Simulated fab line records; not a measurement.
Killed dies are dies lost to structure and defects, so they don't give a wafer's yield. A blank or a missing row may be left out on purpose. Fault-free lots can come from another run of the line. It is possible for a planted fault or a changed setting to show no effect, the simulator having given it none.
Lot-split experiment || flow n5 finfet || 7 lots, 39 wafers read, on a route of 1938 steps

ON THE SPLIT
At N5_SD_EPI_P_EPI_21 (deposits SiGe:B, time 355 s), the setting time s was moved away from the recipe's 355 s on 12 of the 39 wafers read, by -13.5% to +7.5%. This setting was run at the recipe's value on the other wafers.

FROM THE SPLIT TO THE READING: what the file shows between them, 7 steps
- N5_SD_EPI_P_HM_STRIP_48: strips SiNx in H3PO4, material SiNx, target depth 3 nm
- N5_SD_EPI_P_SRD_49: time 30 s
- N5_SD_EPI_P_PRECLEAN_24: cleans in O3/DIW, time 45 s
- N5_SD_EPI_P_PRECLEAN_32: cleans in dHF, time 10 s
- N5_SD_EPI_P_PRECLEAN_33: cleans in SC2, time 45 s
- N5_SD_ACTIVATION_RTA_00: time 0 s
- N5_SD_ACTIVATION_LSA_01: time 0.0008 s

THE READING
RS_SD_P, in ohm/sq, at N5_SD_ACTIVATION_RS_MEAS_03 (measures by four-point-probe). Typical for fault-free wafers on this fab line: 56.2 ohm/sq, with standard deviation 1.1 ohm/sq.

{"wafer": "L075.1", "tool, chamber at the split": "epi rpcvd-03, 0", "time s as run, s": 328.3, "against the recipe": "-7.5%", "RS_SD_P, ohm/sq": 58.8, "against lot-mates on the recipe": "+1.5"}
{"wafer": "L075.2", "tool, chamber at the split": "epi rpcvd-03, 0", "time s as run, s": 355, "against the recipe": "recipe", "RS_SD_P, ohm/sq": 57.4, "against lot-mates on the recipe": "-"}
{"wafer": "L075.3", "tool, chamber at the split": "epi rpcvd-03, 0", "time s as run, s": 355, "against the recipe": "recipe", "RS_SD_P, ohm/sq": 57.1, "against lot-mates on the recipe": "-"}
{"wafer": "L075.4", "tool, chamber at the split": "epi rpcvd-03, 0", "time s as run, s": 355, "against the recipe": "recipe", "RS_SD_P, ohm/sq": 57.3, "against lot-mates on the recipe": "-"}
{"wafer": "L075.5", "tool, chamber at the split": "epi rpcvd-03, 0", "time s as run, s": 328.3, "against the recipe": "-7.5%", "RS_SD_P, ohm/sq": 59.7, "against lot-mates on the recipe": "+2.4"}
{"wafer": "L075.6", "tool, chamber at the split": "epi rpcvd-03, 0", "time s as run, s": 328.3, "against the recipe": "-7.5%", "RS_SD_P, ohm/sq": 59.8, "against lot-mates on the recipe": "+2.5"}
{"wafer": "L082.1", "tool, chamber at the split": "epi rpcvd-02, 0", "time s as run, s": 307, "against the recipe": "-13.5%", "RS_SD_P, ohm/sq": 60.8, "against lot-mates on the recipe": "+6.2"}
{"wafer": "L082.2", "tool, chamber at the split": "epi rpcvd-02, 0", "time s as run, s": 355, "against the recipe": "recipe", "RS_SD_P, ohm/sq": 55.1, "against lot-mates on the recipe": "-"}
{"wafer": "L082.3", "tool, chamber at the split": "epi rpcvd-02, 0", "time s as run, s": 355, "against the recipe": "recipe", "RS_SD_P, ohm/sq": 54.3, "against lot-mates on the recipe": "-"}
{"wafer": "L082.4", "tool, chamber at the split": "epi rpcvd-02, 0", "time s as run, s": 307, "against the recipe": "-13.5%", "RS_SD_P, ohm/sq": 59.0, "against lot-mates on the recipe": "+4.4"}
{"wafer": "L082.5", "tool, chamber at the split": "epi rpcvd-02, 0", "time s as run, s": 355, "against the recipe": "recipe", "RS_SD_P, ohm/sq": 54.4, "against lot-mates on the recipe": "-"}
{"wafer": "L082.6", "tool, chamber at the split": "epi rpcvd-02, 0", "time s as run, s": 307, "against the recipe": "-13.5%", "RS_SD_P, ohm/sq": 60.0, "against lot-mates on the recipe": "+5.4"}
{"wafer": "L084.1", "tool, chamber at the split": "epi rpcvd-02, 0", "time s as run, s": 355, "against the recipe": "recipe", "RS_SD_P, ohm/sq": 56.1, "against lot-mates on the recipe": "-"}
{"wafer": "L084.2", "tool, chamber at the split": "epi rpcvd-02, 0", "time s as run, s": 355, "against the recipe": "recipe", "RS_SD_P, ohm/sq": 55.7, "against lot-mates on the recipe": "-"}
{"wafer": "L084.3", "tool, chamber at the split": "epi rpcvd-02, 0", "time s as run, s": 355, "against the recipe": "recipe", "RS_SD_P, ohm/sq": 56.0, "against lot-mates on the recipe": "-"}
{"wafer": "L084.4", "tool, chamber at the split": "epi rpcvd-02, 0", "time s as run, s": 355, "against the recipe": "recipe", "RS_SD_P, ohm/sq": 55.9, "against lot-mates on the recipe": "-"}
{"wafer": "L084.5", "tool, chamber at the split": "epi rpcvd-02, 0", "time s as run, s": 355, "against the recipe": "recipe", "RS_SD_P, ohm/sq": 56.5, "against lot-mates on the recipe": "-"}
{"wafer": "L084.6", "tool, chamber at the split": "epi rpcvd-02, 0", "time s as run, s": 355, "against the recipe": "recipe", "RS_SD_P, ohm/sq": 55.9, "against lot-mates on the recipe": "-"}
{"wafer": "L086.2", "tool, chamber at the split": "epi rpcvd-02, 0", "time s as run, s": 355, "against the recipe": "recipe", "RS_SD_P, ohm/sq": 55.6, "against lot-mates on the recipe": "-"}
{"wafer": "L086.3", "tool, chamber at the split": "epi rpcvd-02, 0", "time s as run, s": 355, "against the recipe": "recipe", "RS_SD_P, ohm/sq": 55.6, "against lot-mates on the recipe": "-"}
{"wafer": "L086.5", "tool, chamber at the split": "epi rpcvd-02, 0", "time s as run, s": 355, "against the recipe": "recipe", "RS_SD_P, ohm/sq": 55.4, "against lot-mates on the recipe": "-"}
{"wafer": "L087.1", "tool, chamber at the split": "epi rpcvd-03, 0", "time s as run, s": 355, "against the recipe": "recipe", "RS_SD_P, ohm/sq": 57.2, "against lot-mates on the recipe": "-"}
{"wafer": "L087.2", "tool, chamber at the split": "epi rpcvd-03, 0", "time s as run, s": 381.8, "against the recipe": "+7.5%", "RS_SD_P, ohm/sq": 53.9, "against lot-mates on the recipe": -3.2}
{"wafer": "L087.3", "tool, chamber at the split": "epi rpcvd-03, 0", "time s as run, s": 355, "against the recipe": "recipe", "RS_SD_P, ohm/sq": 57.4, "against lot-mates on the recipe": "-"}
{"wafer": "L087.4", "tool, chamber at the split": "epi rpcvd-03, 0", "time s as run, s": 381.8, "against the recipe": "+7.5%", "RS_SD_P, ohm/sq": 54.3, "against lot-mates on the recipe": -2.8}
{"wafer": "L087.5", "tool, chamber at the split": "epi rpcvd-03, 0", "time s as run, s": 355, "against the recipe": "recipe", "RS_SD_P, ohm/sq": 56.8, "against lot-mates on the recipe": "-"}
{"wafer": "L087.6", "tool, chamber at the split": "epi rpcvd-03, 0", "time s as run, s": 381.8, "against the recipe": "+7.5%", "RS_SD_P, ohm/sq": 53.7, "against lot-mates on the recipe": -3.4}
{"wafer": "L089.1", "tool, chamber at the split": "epi rpcvd-01, 0", "time s as run, s": 355, "against the recipe": "recipe", "RS_SD_P, ohm/sq": 55.2, "against lot-mates on the recipe": "-"}
{"wafer": "L089.2", "tool, chamber at the split": "epi rpcvd-01, 0", "time s as run, s": 355, "against the recipe": "recipe", "RS_SD_P, ohm/sq": 55.6, "against lot-mates on the recipe": "-"}
{"wafer": "L089.3", "tool, chamber at the split": "epi rpcvd-01, 0", "time s as run, s": 327.4, "against the recipe": "-7.8%", "RS_SD_P, ohm/sq": 58.1, "against lot-mates on the recipe": "+2.6"}
{"wafer": "L089.4", "tool, chamber at the split": "epi rpcvd-01, 0", "time s as run, s": 327.4, "against the recipe": "-7.8%", "RS_SD_P, ohm/sq": 58.8, "against lot-mates on the recipe": "+3.3"}
{"wafer": "L089.5", "tool, chamber at the split": "epi rpcvd-01, 0", "time s as run, s": 355, "against the recipe": "recipe", "RS_SD_P, ohm/sq": 55.7, "against lot-mates on the recipe": "-"}
{"wafer": "L089.6", "tool, chamber at the split": "epi rpcvd-01, 0", "time s as run, s": 327.4, "against the recipe": "-7.8%", "RS_SD_P, ohm/sq": 58.3, "against lot-mates on the recipe": "+2.8"}
{"wafer": "L092.1", "tool, chamber at the split": "epi rpcvd-01, 0", "time s as run, s": 355, "against the recipe": "recipe", "RS_SD_P, ohm/sq": 55.4, "against lot-mates on the recipe": "-"}
{"wafer": "L092.2", "tool, chamber at the split": "epi rpcvd-01, 0", "time s as run, s": 355, "against the recipe": "recipe", "RS_SD_P, ohm/sq": 56.3, "against lot-mates on the recipe": "-"}
{"wafer": "L092.3", "tool, chamber at the split": "epi rpcvd-01, 0", "time s as run, s": 355, "against the recipe": "recipe", "RS_SD_P, ohm/sq": 56.1, "against lot-mates on the recipe": "-"}
{"wafer": "L092.4", "tool, chamber at the split": "epi rpcvd-01, 0", "time s as run, s": 355, "against the recipe": "recipe", "RS_SD_P, ohm/sq": 56.3, "against lot-mates on the recipe": "-"}
{"wafer": "L092.5", "tool, chamber at the split": "epi rpcvd-01, 0", "time s as run, s": 355, "against the recipe": "recipe", "RS_SD_P, ohm/sq": 55.2, "against lot-mates on the recipe": "-"}
{"wafer": "L092.6", "tool, chamber at the split": "epi rpcvd-01, 0", "time s as run, s": 355, "against the recipe": "recipe", "RS_SD_P, ohm/sq": 55.7, "against lot-mates on the recipe": "-"}

FIT RESULTS
A straight line over all 39 wafers: RS_SD_P changes by -0.313 ohm/sq for each +1% of time s; r = -0.89; the points scatter about the line by 0.82 ohm/sq.
The same after taking each lot's own level away (the mean of its wafers on the recipe; 39 wafers): -0.382 ohm/sq for each +1%; r = -0.98; scatter 0.42 ohm/sq.
According to that fit, moving time s by its largest amount changes the reading by 5.2 ohm/sq.
Measured against the standard deviation above, the lots' own levels, which go from 54.60 to 57.27 ohm/sq, span 2.4 times it.
So the lot-to-lot level changes the slope: the two fits differ.
Check: with one of the wafers moved furthest among these (-13.5%) left out of the fit, the line predicts +4.87 ohm/sq for it against its lot-mates. Against them it came out at +6.2 ohm/sq.

THE WHOLE CHAIN: every reading that the file lists as answering this split, in the file's order
{"step": "N5_SD_EPI_P_EPI_21", "what it does": "deposits SiGe:B, time 355 s", "reading": "SiGe-B_of_SD_EPI_P_EPI_21.thk nm (the simulator's own value, which no gauge read)", "change (the file's fit)": "+0.385 nm for each +1% of the setting", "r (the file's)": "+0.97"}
{"step": "N5_SD_EPI_P_PRECLEAN_24", "what it does": "cleans in O3/DIW, time 45 s", "reading": "SiGe-B_of_SD_EPI_P_EPI_21.thk nm (the simulator's own value, which no gauge read)", "change (the file's fit)": "+0.381 nm for each +1% of the setting", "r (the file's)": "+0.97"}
{"step": "N5_SD_ACTIVATION_RS_MEAS_03", "what it does": "measures by four-point-probe", "reading": "RS_SD_P", "change (the file's fit)": "-0.38 for each +1% of the setting", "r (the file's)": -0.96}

FILE'S OWN FIT
RS_SD_P changes by -0.38 ohm/sq for each +1% of time s, r = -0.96.
